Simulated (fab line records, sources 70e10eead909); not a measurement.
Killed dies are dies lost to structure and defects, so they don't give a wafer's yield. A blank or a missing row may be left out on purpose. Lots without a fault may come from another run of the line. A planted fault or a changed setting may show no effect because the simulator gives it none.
Which tool did it? | flow nand_harc | 13 lots, 37 wafers sampled, at 5 steps of a route of 1159

WHAT THE GAUGES READ, wafer by wafer
NHARC_END_SORT_01. Usual: killed_at_array 29, standard deviation 11; killed_at_other 0.5, standard deviation 0.8; killed_at_periphery 3.5, standard deviation 2.8; killed_dies 33, standard deviation 12; killed_open 3.1, standard deviation 1.8; killed_short 1.8, standard deviation 1.4.
lot  | measured     | on        | killed_at_array | killed_at_other | killed_at_periphery | killed_dies | killed_open | killed_short | flag
L862 | day 21 15:29 | prober-02 | 16 499          | 3 2             | 3 7                 | 22 508      | 5 5         | 2 2          | OFF

WHICH TOOL RAN EACH LOT (tool, then ch and the chambers of the sampled wafers, then the start)
lot  | NHARC_A_SLIT_DEP_23             | NHARC_A_BONDPAD_CMP_29        | NHARC_A_BONDPAD_ETCH_34            | NHARC_A_BONDPAD_STRIP_15
L857 | pecvd-03 ch 0,1,2, day 15 00:50 | cmp-01 ch 2,3, day 18 09:44   | rie_diel-09 ch 2,3, day 18 10:51   | rie_diel-09 ch 0,2,3, day 18 11:11
L858 | pecvd-04 ch 0,2, day 15 01:16   | cmp-01 ch 1,2,3, day 18 12:23 | rie_diel-09 ch 0,1, day 18 13:29   | rie_diel-09 ch 0,2,3, day 18 13:54
L859 | pecvd-04 ch 0,2, day 15 02:53   | cmp-01 ch 0,1,2, day 18 09:01 | rie_diel-09 ch 1,2,3, day 18 10:04 | rie_diel-09 ch 0,2,3, day 18 10:24
L860 | pecvd-03 ch 0,2, day 15 03:18   | cmp-01 ch 0,1, day 18 16:41   | rie_diel-09 ch 1,2, day 18 17:49   | rie_diel-03 ch 0,1,2, day 18 18:09
L856 | pecvd-03 ch 1,2, day 15 03:43   | cmp-01 ch 0,2,3, day 18 12:46 | rie_diel-03 ch 0,2,3, day 18 13:53 | rie_diel-09 ch 0,1,2, day 18 14:14
L862 | pecvd-03 ch 0,1, day 15 12:31   | cmp-04 ch 1, day 19 07:54     | rie_diel-03 ch 0, day 19 08:56     | rie_diel-03 ch 1, day 19 09:18
L864 | pecvd-02 ch 0,1, day 16 11:05   | cmp-04 ch 0,2,3, day 20 14:16 | rie_diel-09 ch 0,2,3, day 20 15:21 | rie_diel-09 ch 1,2,3, day 20 15:40
L866 | pecvd-03 ch 0,2, day 17 02:19   | cmp-04 ch 1, day 21 00:43     | rie_diel-09 ch 0, day 21 01:46     | rie_diel-09 ch 0, day 21 02:06
L872 | pecvd-02 ch 0,2, day 18 13:13   | cmp-01 ch 0,3, day 22 04:16   | rie_diel-03 ch 0,2, day 22 05:23   | rie_diel-09 ch 1,2, day 22 05:41
L873 | pecvd-02 ch 0,1,2, day 19 03:29 | cmp-02 ch 0,1, day 22 06:40   | rie_diel-09 ch 0,2,3, day 22 07:39 | rie_diel-09 ch 1,2,3, day 22 07:58
L876 | pecvd-04 ch 0,1, day 19 08:09   | cmp-04 ch 0,1,3, day 23 11:21 | rie_diel-09 ch 0,2,3, day 23 12:27 | rie_diel-09 ch 1,2,3, day 23 12:55
L877 | pecvd-02 ch 0,1,2, day 19 08:28 | cmp-01 ch 1,2,3, day 23 04:29 | rie_diel-09 ch 2,3, day 23 05:25   | rie_diel-09 ch 1,2,3, day 23 05:44
L879 | pecvd-04 ch 1,2, day 20 06:16   | cmp-01 ch 0,1,3, day 23 16:40 | rie_diel-10 ch 0,2, day 23 17:36   | rie_diel-09 ch 0,1,2, day 23 17:59
- NHARC_A_SLIT_DEP_23: deposits SiON, target thk 100 nm.
- NHARC_A_BONDPAD_CMP_29: polishes SiCN, target thk 200 nm.
- NHARC_A_BONDPAD_ETCH_34: etches the open film in N2/H2, target depth 60 nm, overetch 18 nm, time 65.91 s.
- NHARC_A_BONDPAD_STRIP_15: strips in O2.

WHAT THE TOOLS THEMSELVES READ (means of the sampled wafers that have a number; where no wafer has one, the mark that the record gives instead)
NHARC_A_SLIT_DEP_23. Usual: heater_power_w 749 W, standard deviation 89.
lot  | tool     | heater_power_w (W) | flag
L857 | pecvd-03 | 730                |
L858 | pecvd-04 | 845                |
L859 | pecvd-04 | 773                |
L860 | pecvd-03 | 733                |
L856 | pecvd-03 | 770                |
L862 | pecvd-03 | 663                |
L864 | pecvd-02 | 801                |
L866 | pecvd-03 | 716                |
L872 | pecvd-02 | 689                |
L873 | pecvd-02 | 738                |
L876 | pecvd-04 | 747                |
L877 | pecvd-02 | 731                |
L879 | pecvd-04 | 910                |

NHARC_A_BONDPAD_CMP_29. Usual: edge_zone_pressure_frac 1.000, standard deviation 0.0048; motor_current_A 11.4 A, standard deviation 1.
lot  | tool   | edge_zone_pressure_frac | motor_current_A (A) | flag
L857 | cmp-01 | 1.002                   | 12.2                |
L858 | cmp-01 | 1.002                   | 11.8                |
L859 | cmp-01 | 0.999                   | 11.5                |
L860 | cmp-01 | 0.998                   | 11.0                |
L856 | cmp-01 | 0.997                   | 12.5                |
L862 | cmp-04 | 1.004                   | 10.0                |
L864 | cmp-04 | 1.003                   | 11.0                |
L866 | cmp-04 | 1.004                   | 9.6                 |
L872 | cmp-01 | 1.000                   | 12.2                |
L873 | cmp-02 | 1.000                   | 10.8                |
L876 | cmp-04 | 0.998                   | 10.1                |
L877 | cmp-01 | 0.998                   | 11.5                |
L879 | cmp-01 | 1.004                   | 12.0                |

NHARC_A_BONDPAD_ETCH_34. Usual: bias_w 150.0 W, standard deviation 0.5; drypump_motor_current_A 5.9 A, standard deviation 0.6; h2_flow_sccm 150.0 sccm, standard deviation 0.46; oes_product_au 1.001 a.u., standard deviation 0.012; rf_vpp_V 430.7 V, standard deviation 2.6; showerhead_plenum_p_Torr 2.05 Torr, standard deviation 0.092; throttle_valve_pct 14.171 %, standard deviation 0.0088.
lot  | tool        | bias_w (W) | drypump_motor_current_A (A) | h2_flow_sccm (sccm) | oes_product_au (a.u.) | rf_vpp_V (V) | showerhead_plenum_p_Torr (Torr) | throttle_valve_pct (%) | flag
L857 | rie_diel-09 | 149.8      | 6.0                         | 149.8               | 1.000                 | 429.9        | 1.99                            | 14.173                 |
L858 | rie_diel-09 | 149.8      | 6.2                         | 149.7               | 1.001                 | 432.4        | 2.08                            | 14.165                 |
L859 | rie_diel-09 | 150.1      | 5.7                         | 149.8               | 1.006                 | 430.3        | 2.03                            | 14.166                 |
L860 | rie_diel-09 | 150.2      | 5.5                         | 150.1               | 0.996                 | 432.5        | 2.07                            | 14.164                 |
L856 | rie_diel-03 | 149.8      | 5.9                         | 149.8               | 0.997                 | 430.9        | 2.07                            | 14.167                 |
L862 | rie_diel-03 | 149.3      | 6.4                         | 149.7               | 0.995                 | 428.9        | 1.99                            | 14.165                 |
L864 | rie_diel-09 | 150.1      | 5.9                         | 150.4               | 1.000                 | 430.1        | 2.05                            | 14.166                 |
L866 | rie_diel-09 | 150.6      | 6.4                         | 149.7               | 1.002                 | 434.8        | 2.11                            | 14.181                 |
L872 | rie_diel-03 | 149.4      | 6.1                         | 150.2               | 0.995                 | 430.6        | 2.05                            | 14.171                 |
L873 | rie_diel-09 | 149.9      | 6.0                         | 149.9               | 0.987                 | 430.6        | 2.05                            | 14.176                 |
L876 | rie_diel-09 | 149.6      | 6.0                         | 150.5               | 0.992                 | 431.2        | 2.05                            | 14.166                 |
L877 | rie_diel-09 | 149.9      | 5.4                         | 149.4               | 0.997                 | 431.8        | 2.07                            | 14.171                 |
L879 | rie_diel-10 | 150.2      | 6.0                         | 150.2               | 1.001                 | 431.0        | 2.06                            | 14.170                 |

NHARC_A_BONDPAD_STRIP_15. Usual: drypump_motor_current_A 5.9 A, standard deviation 0.6; oes_product_au 1.001 a.u., standard deviation 0.011; rf_vpp_V 57.8 V, standard deviation 1; showerhead_plenum_p_Torr 3.54 Torr, standard deviation 0.15; throttle_valve_pct 17.037 %, standard deviation 0.0094.
lot  | tool        | drypump_motor_current_A (A) | oes_product_au (a.u.) | rf_vpp_V (V) | showerhead_plenum_p_Torr (Torr) | throttle_valve_pct (%) | flag
L857 | rie_diel-09 | 6.0                         | 1.000                 | 57.3         | 3.55                            | 17.044                 |
L858 | rie_diel-09 | 6.0                         | 0.996                 | 57.7         | 3.55                            | 17.037                 |
L859 | rie_diel-09 | 6.0                         | 1.003                 | 58.6         | 3.55                            | 17.028                 |
L860 | rie_diel-03 | 5.9                         | 0.996                 | 57.8         | 3.52                            | 17.047                 |
L856 | rie_diel-09 | 5.7                         | 0.996                 | 58.3         | 3.62                            | 17.038                 |
L862 | rie_diel-03 | 5.7                         | 0.998                 | 56.5         | 3.35                            | 17.051                 |
L864 | rie_diel-09 | 5.8                         | 1.012                 | 57.8         | 3.51                            | 17.029                 |
L866 | rie_diel-09 | 6.4                         | 0.999                 | 57.4         | 3.64                            | 17.028                 |
L872 | rie_diel-09 | 5.5                         | 1.012                 | 58.2         | 3.58                            | 17.040                 |
L873 | rie_diel-09 | 5.7                         | 1.006                 | 57.8         | 3.51                            | 17.038                 |
L876 | rie_diel-09 | 5.7                         | 1.000                 | 57.4         | 3.51                            | 17.034                 |
L877 | rie_diel-09 | 5.7                         | 1.000                 | 57.3         | 3.51                            | 17.026                 |
L879 | rie_diel-09 | 5.7                         | 0.999                 | 57.3         | 3.62                            | 17.042                 |

THE ANSWER, worked out from the rows above alone
Rule: a lot is off if the mean of its wafers that have a number lies more than 3 standard deviations from the usual mean. A lot without any number at a reading at which 4 lots or more have one is off too. The other lots that the step has rows for count as sound. The gauges are gone through in route order, then the tools' own readings, and for those a lot's mean is taken as printed above. The first step at which some lot is off is used, and at that step the reading that is off furthest; a lot without a number counts as furthest.
Off: L862, at NHARC_END_SORT_01 (killed_at_array). Neither off nor sound, because the step has no rows for them: L857, L858, L859, L860, L856, L864, L866, L872, L873, L876, L877, L879.
A tool fits if, at a process step before that reading, it ran every lot that is off, and no sound lot after the first of them. The gauges at NHARC_END_SORT_01 are tried like those tools. Can't be told from this: 4 tools fit, pecvd-03 at NHARC_A_SLIT_DEP_23, cmp-04 at NHARC_A_BONDPAD_CMP_29, rie_diel-03 at NHARC_A_BONDPAD_ETCH_34 and NHARC_A_BONDPAD_STRIP_15, prober-02 at NHARC_END_SORT_01.

WHAT THE SIMULATOR HAD PUT IN
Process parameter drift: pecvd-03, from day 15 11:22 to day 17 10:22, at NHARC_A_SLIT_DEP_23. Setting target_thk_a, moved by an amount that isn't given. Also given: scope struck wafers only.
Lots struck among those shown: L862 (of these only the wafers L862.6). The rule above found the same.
